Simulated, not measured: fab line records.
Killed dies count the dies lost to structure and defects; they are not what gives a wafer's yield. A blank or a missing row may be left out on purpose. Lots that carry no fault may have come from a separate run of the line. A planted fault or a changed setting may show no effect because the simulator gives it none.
fab line records -- flow n5Finfet
record lots=9, wafers=24, lastDay=19
route steps=1938 shown MOL_CONTACT_COAG@586 BEOL_M4@1111 PASSIVATION@1936
lots with no fault: from the same line, run without faults
startH: hours from the record's first day to the start of the lot's first wafer shown -- waitH: hours from the lot's prior step to this one -- " same as the row above -- L1.1+2: a single row standing in for several wafers -- - either no value or no given start -- * or withheld: withheld -- < > ~ a bound
route shown NAME@n: names a module that has steps shown in the file, with the first one's number in the route -- usual: mean/standard deviation of fault-free wafers -- same: alike in all rows -- chamber/n: place in a boat -- sites: the reading at each site -- _std_site: their standard deviation -- _edge_site: inner sites' mean taken away from outer sites' mean -- radiusMm: how far each site lies from the wafer's centre -- mask NAME#n: copy n -- behind: tool/chamber where the wafer was last shaped -- hold: the reason the lot was held/the length of the hold in hours/how it ended -- device: the transistor (n, p or np) that didn't switch -- end of line: the tests these same wafers got at the end of their route -- where a step has no rows: the recipe by itself -- killed: at the first sort, the dies lost to defects and structure; wafer yield is something else -- map: dies across one wafer; x = killed, . = not, _ = none there
set.NAME: the run value of the setting; set.NAME@STEP: its run value at that earlier step -- model.NAME: the simulator's own value behind a step, which no gauge read
one table for each step of the route and one row for each wafer, over a sample of lots
services: from which hour (startH, from the record's first day; less than 0 if before it) a tool's chamber was out of use, for how many hours, and why
## steps
# step N5_MOL_CONTACT_COAG_VIA_ETCH_46
# recipe chemistry=C4F6/O2, targetDepthA=460, overetchA=92, maskMaterial=SOC, target=SiO2, biasW=455, pressureMtorr=10, timeS=40, sourceW=325, Ar_flow_sccm=300, C4F6_flow_sccm=10, O2_flow_sccm=10, ionEnergyEv=575.3, ends=endPoint
# usual drypumpMotorCurrentA=5.5/0.31, oesProductAu=0.72/0.069, rfVppV=1586/22, showerheadPlenumPTorr=2.88/0.071, throttleValvePct=40.85/0.14
lot.wafer,tool,chamber,startH,waitH,drypumpMotorCurrentA,oesProductAu,rfHoursCounterH,rfVppV,showerheadPlenumPTorr,throttleValvePct
L453.4,rieDiel-04,3,111.62,0.0,5.6,0.79,30,1578,2.90,40.83
L453.5,rieDiel-04,0,111.62,0.0,5.8,0.64,-,1576,2.81,40.77
L453.6,rieDiel-04,3,111.62,0.0,5.6,0.79,-,1577,2.90,40.84
L455.4,rieDiel-02,2,121.34,0.0,5.5,0.68,159,1617,2.83,40.87
L455.5,rieDiel-02,2,121.34,0.0,5.5,0.67,-,1617,2.83,40.87
L455.6,rieDiel-02,1,121.34,0.0,4.7,0.75,-,1589,2.88,41.07
L456.1,rieDiel-01,0,137.17,0.0,5.2,0.79,47,1633,3.00,40.78
L456.3,rieDiel-01,3,137.17,0.0,5.7,0.81,25,1571,2.78,40.54
L456.4,rieDiel-01,2,137.17,0.0,6.1,0.81,-,1614,3.01,40.93
L466.3,rieDiel-04,0,186.23,0.0,5.8,0.64,224,1574,2.80,40.81
L466.6,rieDiel-04,1,186.23,0.0,5.4,0.80,-,1557,2.78,40.95
L467.3,rieDiel-02,0,189.10,0.0,5.7,0.62,225,1591,2.91,41.04
L467.4,rieDiel-02,1,189.10,0.0,4.7,0.73,97,1589,2.87,41.09
L468.3,rieDiel-04,1,195.98,0.0,5.4,0.79,39,1558,2.78,40.95
L468.4,rieDiel-04,2,195.98,0.0,5.4,0.76,72,1560,2.88,40.91
L471.1,rieDiel-04,0,215.88,0.0,5.7,0.63,234,1574,2.79,40.81
L471.3,rieDiel-04,3,215.88,0.0,5.6,0.74,63,1578,2.88,40.84
L471.6,rieDiel-04,3,215.88,0.0,5.6,0.75,-,1577,2.88,40.86
L472.1,rieDiel-04,3,220.64,0.0,5.6,0.74,65,1576,2.88,40.85
L472.2,rieDiel-04,2,220.64,0.0,5.5,0.75,81,1559,2.88,40.90
L472.3,rieDiel-04,3,220.64,0.0,5.6,0.74,-,1576,2.88,40.86
L474.4,rieDiel-01,1,237.02,0.0,5.9,0.60,241,1596,2.92,41.07
L474.5,rieDiel-01,0,237.02,0.0,5.3,0.77,-,1631,2.98,40.79
L474.6,rieDiel-01,1,237.02,0.0,5.9,0.60,-,1596,2.92,41.09
# step N5_MOL_CONTACT_COAG_STRIP_96
# recipe chemistry=N2/H2, powerW=500, tempC=40, pressureMtorr=50, rfFrequencyHz=6e+07, overashFraction=0.3, biasPowerW=28, h2Frac=0.5, n2FlowSccm=300, h2FlowSccm=300
# usual drypumpMotorCurrentA=5.5/0.31, h2FlowSccm=300.0/0.95, n2FlowSccm=300.1/0.89, oesProductAu=0.81/0.081, rfVppV=122.0/1.1, showerheadPlenumPTorr=3.40/0.083, throttleValvePct=18.85/0.27
lot.wafer,tool,chamber,startH,waitH,drypumpMotorCurrentA,h2FlowSccm,n2FlowSccm,oesProductAu,rfHoursCounterH,rfVppV,showerheadPlenumPTorr,throttleValvePct
L453.4,rieDiel-04,3,111.69,0.0,5.6,301.1,297.8,0.89,30,120.9,3.42,18.75
L453.5,rieDiel-04,0,111.69,0.0,5.7,301.4,299.1,0.73,-,122.4,3.33,18.65
L453.6,rieDiel-04,3,111.69,0.0,5.6,299.8,298.7,0.89,-,121.7,3.42,18.77
L455.4,rieDiel-02,2,121.41,0.0,5.5,300.0,300.0,0.75,159,123.2,3.34,18.62
L455.5,rieDiel-02,2,121.41,0.0,5.5,299.8,298.3,0.75,-,123.5,3.35,18.63
L455.6,rieDiel-02,1,121.41,0.0,4.7,299.5,299.8,0.85,-,121.8,3.40,18.95
L456.1,rieDiel-01,0,137.24,0.0,5.3,298.9,300.8,0.90,47,123.6,3.55,18.67
L456.3,rieDiel-01,3,137.24,0.0,5.7,299.3,300.0,0.92,25,120.2,3.29,18.53
L456.4,rieDiel-01,2,137.24,0.0,6.1,299.5,300.4,0.90,-,123.3,3.55,18.51
L466.3,rieDiel-04,0,186.30,0.0,5.8,299.9,299.2,0.71,224,123.0,3.31,18.68
L466.6,rieDiel-04,1,186.30,0.0,5.4,299.5,301.1,0.89,-,121.2,3.29,19.08
L467.3,rieDiel-02,0,189.16,0.0,5.7,299.5,301.1,0.69,225,123.3,3.46,19.53
L467.4,rieDiel-02,1,189.16,0.0,4.7,300.7,299.1,0.82,97,121.3,3.39,18.99
L468.3,rieDiel-04,1,196.04,0.0,5.5,299.8,298.5,0.89,39,122.2,3.29,19.06
L468.4,rieDiel-04,2,196.04,0.0,5.4,300.0,301.6,0.85,72,121.2,3.41,19.04
L471.1,rieDiel-04,0,215.94,0.0,5.8,300.0,299.9,0.70,234,121.6,3.31,18.70
L471.3,rieDiel-04,3,215.94,0.0,5.6,300.7,300.7,0.84,63,120.7,3.40,18.81
L471.6,rieDiel-04,3,215.94,0.0,5.6,300.9,300.5,0.85,-,119.8,3.40,18.82
L472.1,rieDiel-04,3,220.74,0.1,5.6,300.3,300.5,0.84,65,122.4,3.40,18.83
L472.2,rieDiel-04,2,220.74,0.1,5.4,299.3,300.8,0.84,81,122.9,3.40,19.04
L472.3,rieDiel-04,3,220.74,0.1,5.6,299.3,300.0,0.85,-,122.8,3.40,18.82
L474.4,rieDiel-01,1,237.09,0.0,5.9,298.5,299.0,0.67,241,122.4,3.44,19.18
L474.5,rieDiel-01,0,237.09,0.0,5.3,298.2,299.8,0.84,-,119.6,3.53,18.70
L474.6,rieDiel-01,1,237.09,0.0,5.9,299.6,299.7,0.68,-,122.4,3.44,19.18
# step N5_MOL_CONTACT_COAG_CD_MEAS_40
# recipe targetCdNm=25.1, landingEnergyEv=500, detector=seInlens, polarity=opening
# usual cdNm=25.14/0.21
lot.wafer,tool,chamber,startH,waitH,cdNm
L453.4,cdSem-02,0,112.39,-,25.09
L453.5,cdSem-02,0,112.39,-,25.12
L453.6,cdSem-02,0,112.39,-,24.89
L455.4,cdSem-01,0,122.12,-,25.39
L455.5,cdSem-01,0,122.12,-,25.30
L455.6,cdSem-01,0,122.12,-,25.12
L456.1,cdSem-03,0,137.95,-,25.16
L456.3,cdSem-03,0,137.95,-,24.88
L456.4,cdSem-03,0,137.95,-,24.99
L466.3,cdSem-03,0,187.01,-,25.37
L466.6,cdSem-03,0,187.01,-,25.06
L467.3,cdSem-03,0,189.76,-,24.83
L467.4,cdSem-03,0,189.76,-,25.59
L468.3,cdSem-03,0,196.72,-,24.95
L468.4,cdSem-03,0,196.72,-,25.32
L471.1,cdSem-03,0,216.56,-,25.10
L471.3,cdSem-03,0,216.56,-,25.31
L471.6,cdSem-03,0,216.56,-,25.09
L472.1,cdSem-01,0,221.37,-,25.40
L472.2,cdSem-01,0,221.37,-,24.91
L472.3,cdSem-01,0,221.37,-,25.22
L474.4,cdSem-03,0,237.71,-,25.35
L474.5,cdSem-03,0,237.71,-,24.93
L474.6,cdSem-03,0,237.71,-,25.16
# step N5_MOL_CONTACT_COAG_ALD_133
# recipe material=SiO2, targetThkA=50, tempC=100, aldPrecursorFamily=BDEAS, aldCoReactant=O2-plasma, pulseTimeS=1, coReactantPulseTimeS=1, purgeTimeS=2, coReactantPurgeTimeS=2, aldCycles=35, pressureTorr=2
# usual aldCycles=35/0, chamberPressureTorr=2.001/0.0049, heaterPowerOuterW=43/4.7, heaterPowerW=79/7, precursorPulseHeightRel=1.001/0.019
# same coReactantPulseTimeS=1, coReactantPurgeTimeS=2
lot.wafer,tool,chamber,startH,waitH,aldCycles,chamberPressureTorr,heaterPowerOuterW,heaterPowerW,precursorPulseHeightRel
L453.4,aldSin-03,1,112.90,0.1,35,1.996,44,75,1.007
L453.5,aldSin-03,2,112.90,0.1,35,1.999,44,84,1.025
L453.6,aldSin-03,3,112.90,0.1,35,2.009,40,75,1.024
L455.4,aldSin-03,1,122.67,0.2,35,2.002,44,75,0.991
L455.5,aldSin-03,2,122.67,0.2,35,2.000,43,83,1.005
L455.6,aldSin-03,3,122.67,0.2,35,1.998,39,73,1.025
L456.1,aldSin-03,1,138.21,0.1,35,2.002,44,75,1.004
L456.3,aldSin-03,3,138.21,0.1,35,2.001,40,75,1.026
L456.4,aldSin-03,1,138.21,0.1,35,1.997,43,75,0.976
L466.3,aldSin-03,2,187.35,0.1,61,1.999,45,85,0.958
L466.6,aldSin-03,3,187.35,0.1,35,2.004,41,74,1.009
L467.3,aldSin-03,2,190.16,0.2,61,2.000,45,81,0.997
L467.4,aldSin-03,0,190.16,0.2,35,1.998,39,73,0.984
L468.3,aldSin-03,1,197.04,0.1,61,2.000,45,73,0.962
L468.4,aldSin-03,2,197.04,0.1,35,2.006,45,81,0.974
L471.1,aldSin-02,2,216.82,0.1,35,1.997,42,80,1.017
L471.3,aldSin-02,0,216.82,0.1,35,2.011,45,82,1.022
L471.6,aldSin-02,0,216.82,0.1,35,2.008,44,82,1.009
L472.1,aldSin-02,1,221.73,0.1,35,1.998,45,81,0.977
L472.2,aldSin-02,0,221.73,0.1,35,2.005,45,82,1.035
L472.3,aldSin-02,2,221.73,0.1,35,2.001,42,81,1.006
L474.4,aldSin-01,1,238.04,0.1,35,1.998,51,87,0.979
L474.5,aldSin-01,0,238.04,0.1,35,1.993,49,86,1.004
L474.6,aldSin-01,3,238.04,0.1,35,2.006,45,85,1.022
# step N5_BEOL_M4_RC_MEAS_101
# usual DIBL_N=36.2/1.2, DIBL_P=36.3/1.3, IOFF_N=0.155/0.019, IOFF_P=0.210/0.029, ION_N=677/8.6, ION_P=465/6.8, SS_N=71.4/0.48, SS_P=73.2/0.53, VT_N=249.9/2.4, VT_P=-250/3.2
lot.wafer,tool,chamber,startH,waitH,DIBL_N[mV/V],DIBL_P[mV/V],IOFF_N[nA/um],IOFF_P[nA/um],ION_N[uA/um],ION_P[uA/um],SS_N[mV/dec],SS_P[mV/dec],VT_N[mV],VT_P[mV]
L453.4,prober-01,0,176.70,0.5,35.3,36.5,0.138,0.190,682,470,70.8,73.2,250.0,-251
L453.5,prober-01,0,176.70,0.5,36.7,38.1,0.162,0.215,675,464,72.0,73.5,250.2,-249
L453.6,prober-01,0,176.70,0.5,34.3,35.1,0.116,0.163,674,460,70.3,72.9,257.5,-254
L455.4,prober-01,0,188.14,0.5,34.5,35.1,0.138,0.196,682,470,70.4,73.4,250.0,-249
L455.5,prober-01,0,188.14,0.5,34.6,34.9,0.140,0.194,670,465,70.7,72.7,251.1,-251
L455.6,prober-01,0,188.14,0.5,34.0,34.1,0.121,0.177,664,456,70.3,72.9,253.0,-254
L456.1,prober-02,0,199.88,0.0,35.7,36.0,0.144,0.215,671,463,71.6,73.4,251.6,-249
L456.3,prober-02,0,199.88,0.0,37.4,38.4,0.182,0.245,678,469,70.9,74.0,246.6,-247
L456.4,prober-02,0,199.88,0.0,37.0,37.4,0.166,0.222,666,464,71.0,73.7,249.5,-248
L467.4,prober-01,0,265.80,0.5,36.3,37.1,0.175,0.266,696,479,71.9,73.7,247.8,-247
L466.6,prober-02,0,274.61,0.8,35.7,37.1,0.155,0.215,681,468,71.5,73.6,251.6,-249
L468.4,prober-01,0,281.18,0.5,35.7,36.4,0.152,0.187,672,453,72.4,73.1,251.7,-254
L471.1,prober-02,0,284.92,0.0,35.8,36.8,0.170,0.225,678,472,71.5,73.3,245.8,-248
L471.3,prober-02,0,284.92,0.0,35.6,36.4,0.158,0.217,681,469,71.2,73.2,249.6,-248
L471.6,prober-02,0,284.92,0.0,34.0,34.9,0.139,0.197,679,467,70.5,73.4,247.4,-249
L472.1,prober-02,0,303.74,0.0,34.4,35.3,0.122,0.160,668,457,70.6,72.8,253.7,-255
L472.2,prober-02,0,303.74,0.0,35.5,36.5,0.139,0.180,681,462,71.3,73.1,249.6,-254
L472.3,prober-02,0,303.74,0.0,35.8,36.0,0.135,0.172,664,452,71.3,72.6,249.5,-251
L474.4,prober-02,0,329.51,0.5,36.7,36.1,0.170,0.206,676,466,71.5,73.0,247.0,-251
L474.5,prober-02,0,329.51,0.5,36.6,35.9,0.166,0.199,676,461,70.6,73.5,250.3,-252
L474.6,prober-02,0,329.51,0.5,37.7,38.0,0.184,0.240,690,471,72.1,73.9,245.6,-249
# step N5_PASSIVATION_PROBE_49
# usual defectLimitedYield=91.2/1.4, killed_at_M0_to_M3=34/10, killed_at_M4_up=13/5.1, killedAtContacts=12/6.5, killedAtFrontEnd=41/11, killedAtOther=4/3.3, killedDies=104/16, killedOnRim=14/3.9, killedOpen=69/13, killedShort=33/7, sort_bin_5_function=5.1/0.91, sort_bin_6_memory=3.3/0.69, sortNPass=1076/16, sortYieldPct=91.2/1.4
# same grossDies=1180, killedAtBackSide=0, sort_bin_4_leakage[%]=0, sort_bin_8_speed[%]=0
lot.wafer,tool,chamber,startH,waitH,defectLimitedYield[%],killed_at_M0_to_M3,killed_at_M4_up,killedAtContacts,killedAtFrontEnd,killedAtOther,killedDies,killedOnRim,killedOpen,killedShort,sort_bin_5_function[%],sort_bin_6_memory[%],sortNPass,sortYieldPct[%]
L466.3,prober-02,-,370.99,0.1,0,41,12,1099,26,2,1180,152,55,35,96.9,2.8,0,0
L466.6,prober-02,-,371.14,0.3,93.6,10,6,3,54,3,76,11,45,29,3.9,2.5,1104,93.6
L467.3,prober-02,-,371.42,0.1,0,45,12,1066,50,7,1180,152,87,34,95.2,4.3,0,0
L467.4,prober-02,-,371.47,0.2,94.4,15,12,13,24,2,66,9,46,20,3.1,2.0,1114,94.4
L468.3,prober-02,-,376.63,0.1,0,29,6,1113,26,6,1180,152,57,33,97.1,2.6,0,0
L468.4,prober-02,-,376.68,0.2,91.6,28,11,16,38,6,99,11,67,32,4.5,3.6,1081,91.6
# killed by level:class
L466.3 MOL_CONTACT_COAG:areaAld=1090 BEOL_M0_SAQP:geometricParticle:open=11 BEOL_M3:geometricParticle:open=11 MOL_CONTACT_COAG:geometricParticle:open=6 BEOL_M0_SAQP:geometricParticle:short=6 FIN_SAQP:geometricParticle:short=5 BEOL_M2:geometricParticle:short=5 FIN_SAQP:geometricParticle:open=4
L466.6 STI_FIN_REVEAL:geometricParticle:open=20 FIN_SAQP:geometricParticle:short=10 FIN_SAQP:geometricParticle:open=5 GATE_CUT:geometricParticle:short=4 STARTING-WAFER:geometricParticle:open=4 BEOL_M0_SAQP:geometricParticle:short=3 DUMMY_GATE:geometricParticle:open=2 SDB:geometricParticle:short=2
L467.3 MOL_CONTACT_COAG:areaAld=1059 STI_FIN_REVEAL:geometricParticle:open=17 FIN_SAQP:geometricParticle:open=9 BEOL_M1:geometricParticle:open=9 FIN_SAQP:geometricParticle:short=8 BEOL_M2:geometricParticle:open=8 BEOL_M0_SAQP:geometricParticle:open=8 BEOL_M3:geometricParticle:open=8
L467.4 MOL_CONTACT_COAG:geometricParticle:open=13 STI_FIN_REVEAL:geometricParticle:open=9 BEOL_M3:geometricParticle:open=9 BEOL_M4:geometricParticle:open=6 GATE_CUT:geometricParticle:short=3 BEOL_M3:geometricParticle:short=3 STARTING-WAFER:geometricParticle:short=3 STI_FIN_REVEAL:geometricParticle:short=2
L468.3 MOL_CONTACT_COAG:areaAld=1090 MOL_CONTACT_COAG:geometricParticle:open=20 BEOL_M3:geometricParticle:open=9 GATE_CUT:geometricParticle:short=8 BEOL_M0_SAQP:geometricParticle:open=5 STI_FIN_REVEAL:geometricParticle:open=4 DUMMY_GATE:geometricParticle:open=4 STARTING-WAFER:geometricParticle:short=4
L468.4 MOL_CONTACT_COAG:geometricParticle:open=14 FIN_SAQP:geometricParticle:short=10 BEOL_M3:geometricParticle:open=10 STI_FIN_REVEAL:geometricParticle:open=9 FIN_SAQP:geometricParticle:open=7 BEOL_M1:geometricParticle:open=6 BEOL_M0_SAQP:geometricParticle:short=5 BEOL_M0_SAQP:geometricParticle:open=4
## services
tool,chamber,startH,hours,kind
rieDiel-04,-,89.16,0.4,repair
aldSin-01,-,93.32,1.1,repair
aldSin-02,0,99.25,-,clean
aldSin-02,1,99.25,-,clean
aldSin-02,2,99.25,-,clean
aldSin-02,3,99.25,-,clean
aldSin-03,-,100.64,0.4,repair
rieDiel-02,0,113.52,7.3,repair
rieDiel-01,1,136.85,10.3,repair
rieDiel-02,1,137.28,9.5,repair
rieDiel-04,3,144.66,14.2,repair
rieDiel-02,-,159.50,1.4,repair
aldSin-01,-,177.28,1.1,repair
rieDiel-01,0,183.85,7.7,repair
rieDiel-02,3,195.74,3.8,repair
aldSin-01,3,200.20,3.2,repair
rieDiel-04,1,207.48,14.3,repair
rieDiel-04,-,209.64,0.6,repair
rieDiel-04,0,217.81,6.3,repair
rieDiel-02,2,227.15,4.2,repair
aldSin-01,2,237.46,3.8,repair
## key
firstSign step=N5_MOL_CONTACT_COAG_ALD_133, reading=aldCycles, direction=up, sigmas=99+, usual=*, struck=*
effect step=N5_PASSIVATION_PROBE_49, reading=killedAtContacts, direction=up, sigmas=99+, usual=12, struck=1093
moreKillsBornAt N5_MOL_CONTACT_COAG_ALD_133@aldSin-03=3239
metAt N5_MOL_CONTACT_COAG_ALD_133
struckLots L466,L467,L468
struckWafers L466.3,L467.3,L468.3
laterRowsLeftOut L466.3,L467.3,L468.3
notActingAt N5_MOL_CONTACT_COAG_VIA_ETCH_46,N5_MOL_CONTACT_COAG_STRIP_96,N5_MOL_CONTACT_COAG_CD_MEAS_40
onsetBetween 138.21 187.35
fault kind=processParameterDrift, tool=aldSin-03, chamber=-, onsetH=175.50, steps=N5_MOL_CONTACT_COAG_ALD_133, channel=aldCycles, offset=*, shape=step, endH=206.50, scope=struckWafersOnly, actsIn=*, stated=*
# laterRowsLeftOut: the simulator's readings of these wafers behind a module that went badly wrong aren't trusted and aren't shown, but for the sort
